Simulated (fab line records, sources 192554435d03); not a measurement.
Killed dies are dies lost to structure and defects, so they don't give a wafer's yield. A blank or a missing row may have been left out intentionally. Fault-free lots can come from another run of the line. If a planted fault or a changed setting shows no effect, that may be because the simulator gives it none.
Comparing a struck lot with a sound one ; flow n5 finfet ; 37 steps out of a route of 1938
Sound: the wafers L991.1, L991.2, L991.6. The struck wafers were L107.1, L107.4, L107.6. The cause comes at the end.
For every step that has rows: the tool of each side, followed by ch and its chambers, followed by its first start. Under that, the readings that differ: sound wafers ; struck wafers ; difference of the means ; sigmas: that difference in standard deviations of wafers without a fault.
alike: readings with means less than 2 such deviations apart, plus words and numbers identical on both sides. not compared: withheld readings, readings lacking a value on some wafer, bounds such as >300 that could conceal the same value, and numbers that have no deviation in the record and whose values overlap.
Wherever a step has rows on one side only, a row that says differs or no value, or a row with sigmas, the two part there. Numbers that don't overlap but have no deviation are shown without sigmas and don't part them. A reading that every wafer of one side lacks parts them only if that side has two wafers or more.

first, 9 steps without rows for these wafers: N5_WELL_APT_COAT_02 (resist thk 950 nm); N5_WELL_APT_EBR_04; N5_WELL_APT_SOFTBAKE_03 (time 60 s); N5_WELL_APT_EXPOSE_05 (exposes mask NWELL, defocus 0 nm, target cd 200 nm); N5_WELL_APT_PEB_06 (peb time 90 s); N5_WELL_APT_DEVELOP_07 (develop time 45 s); N5_WELL_APT_HARDBAKE_12 (time 120 s); N5_WELL_APT_DESCUM_13 (chemistry O2, time 7.9 s); N5_WELL_APT_IMPLANT_14.
N5_WELL_APT_IMPLANT_15:
  sound on implanter-01 ch 0, day 3 02:05; struck on implanter-01 ch 0, day 7 02:05
reading;sound;struck;difference;sigmas
model.implant.rp nm (nm);18.29 18.29 18.29;34.38 34.38 34.38;+16.09;
model.implant.drp nm (nm);8.457 8.457 8.457;14.87 14.87 14.87;+6.41;
  alike: beam on s
then, 25 steps without rows for these wafers: N5_WELL_APT_STRIP_16 (strips in SPM, time 900 s); N5_WELL_APT_HMDS_18 (time 60 s); N5_WELL_APT_COAT_19 (resist thk 950 nm); N5_WELL_APT_EBR_21; N5_WELL_APT_SOFTBAKE_20 (time 60 s); N5_WELL_APT_EXPOSE_22 (exposes mask PWELL, defocus 0 nm, target cd 200 nm); N5_WELL_APT_PEB_23 (peb time 90 s); N5_WELL_APT_DEVELOP_24 (develop time 45 s); N5_WELL_APT_HARDBAKE_29 (time 120 s); N5_WELL_APT_DESCUM_30 (chemistry O2, time 7.9 s); N5_WELL_APT_IMPLANT_31; N5_WELL_APT_IMPLANT_32; N5_WELL_APT_STRIP_33 (strips in SPM, time 900 s); N5_WELL_APT_RTA_34 (time 10 s); N5_WELL_APT_OXIDE_STRIP_42 (strips SiO2 in dHF, time 45 s, target depth 12 nm); N5_WELL_APT_PRECLEAN_36 (cleans in O3/DIW, time 45 s); N5_WELL_APT_PRECLEAN_39 (cleans in dHF, time 60 s); N5_WELL_APT_SRD_37 (time 30 s); N5_WELL_APT_EPI_41 (deposits Si from SiH4/H2, target thk 50 nm, time 297.7 s); N5_PMOS_HMC_CHANNEL_EPI_HM_DEP_34 (deposits SiO2 from TEOS/O2, target thk 36 nm, time 6.9 s); N5_PMOS_HMC_CHANNEL_EPI_COAT_31 (time 60 s, resist thk 66 nm); N5_PMOS_HMC_CHANNEL_EPI_COAT_03 (resist thk 205 nm); N5_PMOS_HMC_CHANNEL_EPI_EBR_05; N5_PMOS_HMC_CHANNEL_EPI_SOFTBAKE_04 (time 60 s); N5_PMOS_HMC_CHANNEL_EPI_EXPOSE_06 (exposes mask PMOS HMC BLK, target cd 240 nm).
-- here the record skips 7 days between the struck wafers' starts before and after, leaving off in module PMOS_HMC_CHANNEL_EPI and picking up in module BEOL_M4 (first step shown: number 1111 of the route) --
N5_BEOL_M4_RC_MEAS_101:
  sound on prober-02 ch 0, day 9 09:39; struck on prober-01 ch 0, day 13 21:15
reading;sound;struck;difference;sigmas
CJ_P;5.60 5.87 5.69;4.07 4.07 3.95;-1.69;-8
DIBL_P (mV/V);34.9 34.2 37.4;40.7 41.3 39.6;+5.0;+2
IOFF_P (nA/um);0.21 0.21 0.27;0.31 0.36 0.32;+0.10;+3
RS_NWELL (ohm/sq);1038 1040 1033;1019 1013 1017;-21;-3
SS_P (mV/dec);73.2 72.9 74.3;75.2 76.0 74.5;+1.8;+2
  alike: DIBL_N, IOFF_N, ION_N, ION_P, SS_N, VT_N, VT_P
N5_PASSIVATION_PROBE_49:
  the record has rows for the sound wafers here (prober-02, day 14 08:26) and none for the struck ones

== WHERE THEY PART ==
At N5_BEOL_M4_RC_MEAS_101 first; at N5_PASSIVATION_PROBE_49 last (within this record only).

WHY: whatever the simulator had introduced
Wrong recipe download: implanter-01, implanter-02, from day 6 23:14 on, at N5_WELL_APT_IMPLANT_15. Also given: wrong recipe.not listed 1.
